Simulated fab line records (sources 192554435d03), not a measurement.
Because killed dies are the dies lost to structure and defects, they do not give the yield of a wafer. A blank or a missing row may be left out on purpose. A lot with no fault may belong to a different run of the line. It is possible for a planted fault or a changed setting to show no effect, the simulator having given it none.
Which tool is to blame?    flow n5-finfet    9 lots, 26 wafers sampled, at 6 steps of a route of 1938

WHAT THE GAUGES READ, wafer by wafer
N5_BEOL_M1_CD_MEAS_18: pitch 36 nm, target cd 18 nm. Usual: cd-nm at 18.03 nm, with a standard deviation of 0.3.
lot   measured      on         cd-nm (nm)         flag
L384  day 6 20:51   cd-sem-03  18.24 18.41 18.21  
L388  day 7 11:38   cd-sem-02  18.19 18.25 17.85  
L391  day 8 02:00   cd-sem-02  18.00 18.03 18.01  
L392  day 8 08:16   cd-sem-01  17.62 17.62 17.91  
L393  day 8 14:54   cd-sem-01  17.64 18.16 17.43  
L394  day 8 23:53   cd-sem-02  18.08 18.57 18.09  
L404  day 11 03:37  cd-sem-01  19.56 19.08        OFF
L405  day 11 12:38  cd-sem-03  17.81 17.95 18.05  
L406  day 12 05:09  cd-sem-02  17.62 18.02 17.93  

N5_BEOL_M1_CD_MEAS_28: target cd y 23.3 nm. Usual: cd-nm at 24.02 nm, with a standard deviation of 0.24.
lot   measured      on         cd-nm (nm)         flag
L384  day 6 21:18   cd-sem-01  24.01 23.91 23.89  
L388  day 7 11:57   cd-sem-02  23.96 23.93 24.14  
L391  day 8 02:19   cd-sem-03  23.65 23.92 24.01  
L392  day 8 08:35   cd-sem-03  24.48 24.41 24.06  
L393  day 8 15:13   cd-sem-03  24.05 24.32 24.21  
L394  day 9 00:13   cd-sem-03  24.28 24.46 24.31  
L404  day 11 04:04  cd-sem-03  23.69 23.83        
L405  day 11 12:58  cd-sem-03  23.92 23.87 23.84  
L406  day 12 05:36  cd-sem-01  23.65 24.04 23.47  

N5_BEOL_M4_RC_MEAS_101. Usual: DIBL_N 36.3 mV/V, standard deviation 1.2; DIBL_P 36.1 mV/V, standard deviation 1.6; IOFF_N 0.161 nA/um, standard deviation 0.023; IOFF_P 0.209 nA/um, standard deviation 0.027; ION_N 676 uA/um, standard deviation 8.9; ION_P 462 uA/um, standard deviation 5.3; SS_N 71.5 mV/dec, standard deviation 0.51; SS_P 73.2 mV/dec, standard deviation 0.5; VT_N 249.1 mV, standard deviation 2.5; VT_P -249.9 mV, standard deviation 2.8.
lot   measured      on         DIBL_N (mV/V)   DIBL_P (mV/V)   IOFF_N (nA/um)     IOFF_P (nA/um)     ION_N (uA/um)  ION_P (uA/um)  SS_N (mV/dec)   SS_P (mV/dec)   VT_N (mV)          VT_P (mV)             flag
L384  day 8 08:17   prober-01  36.1 35.8 37.7  35.6 36.2 38.1  0.155 0.145 0.185  0.203 0.211 0.249  683 671 689    462 461 471    71.5 70.9 71.6  72.9 72.7 73.9  248.2 248.5 246.0  -249.9 -250.4 -247.5  
L388  day 9 04:35   prober-02  37.6 36.4 37.9  36.7 36.1 37.3  0.184 0.168 0.192  0.262 0.241 0.272  682 686 678    471 468 465    71.5 71.5 71.8  73.2 73.4 73.4  245.7 247.2 248.0  -246.9 -244.0 -243.8  
L391  day 9 14:19   prober-02  36.9 37.7 36.9  34.3 35.4 34.6  0.153 0.170 0.166  0.203 0.221 0.202  670 667 674    467 462 459    71.5 71.7 71.5  73.2 72.8 72.8  249.4 247.7 250.3  -248.5 -248.0 -252.3  
L392  day 9 20:49   prober-01  33.8 35.2 34.6  34.7 36.6 35.9  0.146 0.172 0.155  0.179 0.209 0.190  678 687 675    463 463 458    72.2 71.7 71.3  72.4 73.4 72.8  247.6 244.4 248.9  -253.7 -249.4 -251.1  
L393  day 10 10:28  prober-01  36.6 36.6 36.2  36.6 37.1 36.4  0.164 0.165 0.150  0.206 0.209 0.196  684 687 673    463 465 457    71.7 71.4 70.7  72.9 73.7 73.0  246.6 249.3 248.3  -249.0 -247.0 -250.7  
L394  day 10 12:09  prober-02  36.7 36.9 37.4  38.7 38.6 39.4  0.170 0.179 0.188  0.229 0.226 0.234  685 669 687    459 464 466    72.1 71.8 71.5  74.3 73.7 73.6  249.1 248.4 246.8  -248.1 -250.7 -248.6  
L404  day 12 20:45  prober-02  34.3 35.8       35.7 36.9       0.117 0.135        0.192 0.214        663 666        461 463        71.9 71.0       72.9 73.7       254.1 254.6        -252.3 -249.9         
L405  day 13 06:17  prober-01  35.6 36.1 36.0  36.5 37.8 37.2  0.161 0.182 0.166  0.215 0.238 0.222  666 681 677    461 461 462    71.9 71.8 72.7  73.0 73.9 73.7  249.0 246.7 248.1  -250.2 -247.1 -251.9  
L406  day 13 22:22  prober-01  37.1 36.0 35.0  36.4 35.6 34.3  0.166 0.143 0.132  0.217 0.202 0.178  679 674 662    465 463 457    71.8 71.9 71.6  73.3 73.1 73.4  250.1 250.6 251.1  -246.2 -248.4 -248.6  

WHICH TOOL RAN EACH LOT (tool, then ch and the chambers of the sampled wafers, then the start)
lot   N5_BEOL_M0_ANNEAL_119             N5_BEOL_M0_CMP_120             N5_BEOL_M1_ETCH_64
L384  rtp-anneal-02 ch 0, day 6 17:43   cmp-03 ch 0,3, day 6 18:01     rie-diel-03 ch 0,3, day 6 20:23
L388  rtp-anneal-01 ch 0, day 7 08:34   cmp-03 ch 0,1,3, day 7 09:04   rie-diel-02 ch 0,1,2, day 7 11:17
L391  rtp-anneal-01 ch 0, day 7 23:44   cmp-03 ch 0,3, day 8 00:02     rie-diel-02 ch 0,2,3, day 8 01:39
L392  rtp-anneal-01 ch 0, day 8 04:28   cmp-03 ch 0,1,2, day 8 04:45   rie-diel-03 ch 0,1,3, day 8 07:55
L393  rtp-anneal-02 ch 0, day 8 10:43   cmp-01 ch 0,1,3, day 8 11:01   rie-diel-03 ch 0,2, day 8 14:23
L394  rtp-anneal-01 ch 0, day 8 19:52   cmp-03 ch 1,3, day 8 20:10     rie-diel-02 ch 1,2,3, day 8 23:32
L404  rtp-anneal-01 ch 0, day 11 00:31  cmp-04 ch 0,3, day 11 00:49    rie-diel-02 ch 0,1, day 11 03:16
L405  rtp-anneal-01 ch 0, day 11 09:48  cmp-03 ch 0,3, day 11 10:06    rie-diel-06 ch 0,2, day 11 12:16
L406  rtp-anneal-02 ch 0, day 12 01:39  cmp-03 ch 0,2,3, day 12 01:54  rie-diel-03 ch 1,2, day 12 04:48
- N5_BEOL_M0_ANNEAL_119: time 90 s.
- N5_BEOL_M0_CMP_120: polishes, stops on SiOC, t overpolish 6.9 s.
- N5_BEOL_M1_ETCH_64: etches SOC in N2/H2, target depth 75 nm, overetch 15 nm, time 112.5 s.

WHAT THE TOOLS THEMSELVES READ (means of the sampled wafers that have a number; where no wafer has one, the mark that the record gives instead)
N5_BEOL_M0_ANNEAL_119. Usual: wafer_temp_C_max at 225.74, with a standard deviation of 0.29.
lot   tool           wafer_temp_C_max  flag
L384  rtp-anneal-02  225.63            
L388  rtp-anneal-01  225.57            
L391  rtp-anneal-01  225.57            
L392  rtp-anneal-01  225.50            
L393  rtp-anneal-02  225.85            
L394  rtp-anneal-01  225.51            
L404  rtp-anneal-01  225.36            
L405  rtp-anneal-01  225.77            
L406  rtp-anneal-02  225.82            

N5_BEOL_M0_CMP_120. Usual: barrier-field-endpoint-s 3.64 s, standard deviation 0.1; clearing-platen-rpm 50.000 rpm, standard deviation 0.027; motor-current-A 6.3 A, standard deviation 0.56; overpolish-run-s 6.900 s, standard deviation 0.0088; slurry-flow-ml-min 150.0, standard deviation 0.44; time-to-endpoint-s 62.6 s, standard deviation 2.5.
lot   tool    barrier-field-endpoint-s (s)  clearing-platen-rpm (rpm)  motor-current-A (A)  overpolish-run-s (s)  slurry-flow-ml-min  time-to-endpoint-s (s)  flag
L384  cmp-03  3.60                          49.988                     6.3                  6.895                 150.1               61.6                    
L388  cmp-03  3.73                          50.002                     6.4                  6.896                 149.8               61.5                    
L391  cmp-03  3.61                          50.002                     6.1                  6.889                 149.9               61.1                    
L392  cmp-03  3.65                          49.996                     6.1                  6.907                 150.2               63.6                    
L393  cmp-01  3.63                          50.001                     6.7                  6.899                 150.5               64.2                    
L394  cmp-03  3.62                          50.002                     6.4                  6.904                 149.6               57.7                    
L404  cmp-04  3.51                          50.008                     5.8                  6.906                 149.9               62.3                    
L405  cmp-03  3.66                          49.998                     6.2                  6.904                 149.9               65.9                    
L406  cmp-03  3.70                          50.007                     6.2                  6.904                 150.1               62.7                    

N5_BEOL_M1_ETCH_64. Usual: drypump-motor-current-A 5.9 A, standard deviation 0.43; oes-product-au 0.64 a.u., standard deviation 0.065; rf-vpp-V 524.8 V, standard deviation 2.8; showerhead-plenum-p-Torr 2.57 Torr, standard deviation 0.097; throttle-valve-pct 17.82 %, standard deviation 0.28.
lot   tool         drypump-motor-current-A (A)  oes-product-au (a.u.)  rf-vpp-V (V)  showerhead-plenum-p-Torr (Torr)  throttle-valve-pct (%)  flag
L384  rie-diel-03  5.8                          0.61                   523.1         2.51                             17.99                   
L388  rie-diel-02  6.1                          0.62                   525.0         2.59                             17.71                   
L391  rie-diel-02  5.9                          0.67                   524.8         2.61                             17.73                   
L392  rie-diel-03  6.0                          0.61                   523.7         2.55                             18.01                   
L393  rie-diel-03  5.8                          0.63                   521.8         2.46                             17.95                   
L394  rie-diel-02  6.0                          0.63                   525.3         2.59                             17.75                   
L404  rie-diel-02  6.2                          0.61                   527.9         2.67                             17.52                   
L405  rie-diel-06  5.7                          0.74                   523.7         2.52                             17.65                   
L406  rie-diel-03  5.5                          0.58                   522.6         2.51                             18.16                   

THE ANSWER, worked out from the rows above alone
Rule: a lot is off if the mean of its wafers that have a number lies more than 3 standard deviations from the usual mean. A lot without any number at a reading at which 4 lots or more have one is off too. Any other lot the step has rows for is counted as sound. After the gauges, taken in route order, come the tools' own readings; for these a lot's mean is taken, as printed above. At the first step where some lot is off, the reading lying furthest off is the one used; lots without a number count as furthest.
Off: L404, at N5_BEOL_M1_CD_MEAS_18 (cd-nm).
A tool fits if, at a process step before that reading, it ran every lot that is off, and no sound lot after the first of them. Those tools and the gauges at N5_BEOL_M1_CD_MEAS_18 are tried in the same way. Can't be told from this: 3 tools fit, cmp-04 at N5_BEOL_M0_CMP_120, rie-diel-02 at N5_BEOL_M1_ETCH_64, cd-sem-01 at N5_BEOL_M1_CD_MEAS_18.

WHAT THE SIMULATOR HAD PUT IN
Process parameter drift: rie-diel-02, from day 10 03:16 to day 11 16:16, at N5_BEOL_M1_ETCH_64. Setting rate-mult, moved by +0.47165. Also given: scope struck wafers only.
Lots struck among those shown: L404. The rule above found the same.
